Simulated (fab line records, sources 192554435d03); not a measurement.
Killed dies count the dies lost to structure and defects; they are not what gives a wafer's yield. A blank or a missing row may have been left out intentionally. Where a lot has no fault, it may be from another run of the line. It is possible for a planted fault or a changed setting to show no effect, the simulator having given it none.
Matching of chambers :: flow n5Finfet :: 4 sister chambers for N5_MOL_CONTACT_COAG_CMP_23 on cmp-01
The step polishes, stops on SiO2, t overpolish 1.5 s, target thk 0 nm. 4 wafers are shown with their chamber, then 7 later ones without.

== EACH WAFER AND ITS CHAMBER ==
wafer: L838.2
chamber: 2
motorCurrentA (A): 8.7

wafer: L838.4
chamber: 1
motorCurrentA (A): 7.9

wafer: L838.5
chamber: 3
motorCurrentA (A): 8.1

wafer: L841.5
chamber: 0
motorCurrentA (A): 7.0

== WAFERS WITHOUT THEIR CHAMBER ==
wafer: L841.6
motorCurrentA (A): 8.6

wafer: L842.1
motorCurrentA (A): 7.1

wafer: L842.3
motorCurrentA (A): 8.6

wafer: L842.5
motorCurrentA (A): 8.4

wafer: L851.1
motorCurrentA (A): 7.0

wafer: L851.2
motorCurrentA (A): 7.8

wafer: L851.4
motorCurrentA (A): 8.1

== EACH ONE'S CHAMBER ==
wafer: L841.6
from the rows above: 2
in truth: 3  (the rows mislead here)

wafer: L842.1
from the rows above: 0
in truth: 0

wafer: L842.3
from the rows above: 2
in truth: 2

wafer: L842.5
from the rows above: can't be placed: 2 or 3 or 1
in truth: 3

wafer: L851.1
from the rows above: 0
in truth: 0

wafer: L851.2
from the rows above: can't be placed: 1 or 3
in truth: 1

wafer: L851.4
from the rows above: can't be placed: 3 or 1
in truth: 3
Correctly placed: 3 of 7. Can't be placed from these rows: 3 (the true chamber is among the candidates in 3). 1 placed wrongly.
How it was worked out, from the rows above alone: a wafer's distance from a chamber is the root of the sum, over the readings, of the square of ((its reading less the chamber's mean) divided by the reading's scatter). The wafer belongs to the nearest chamber; if the next one is less than 2 further off, it can't be placed. A chamber's mean is the mean of its shown wafers. The scatter (one wafer shown for each chamber): square how far every hidden wafer sits from the nearest shown wafer, average those squares and take the square root.
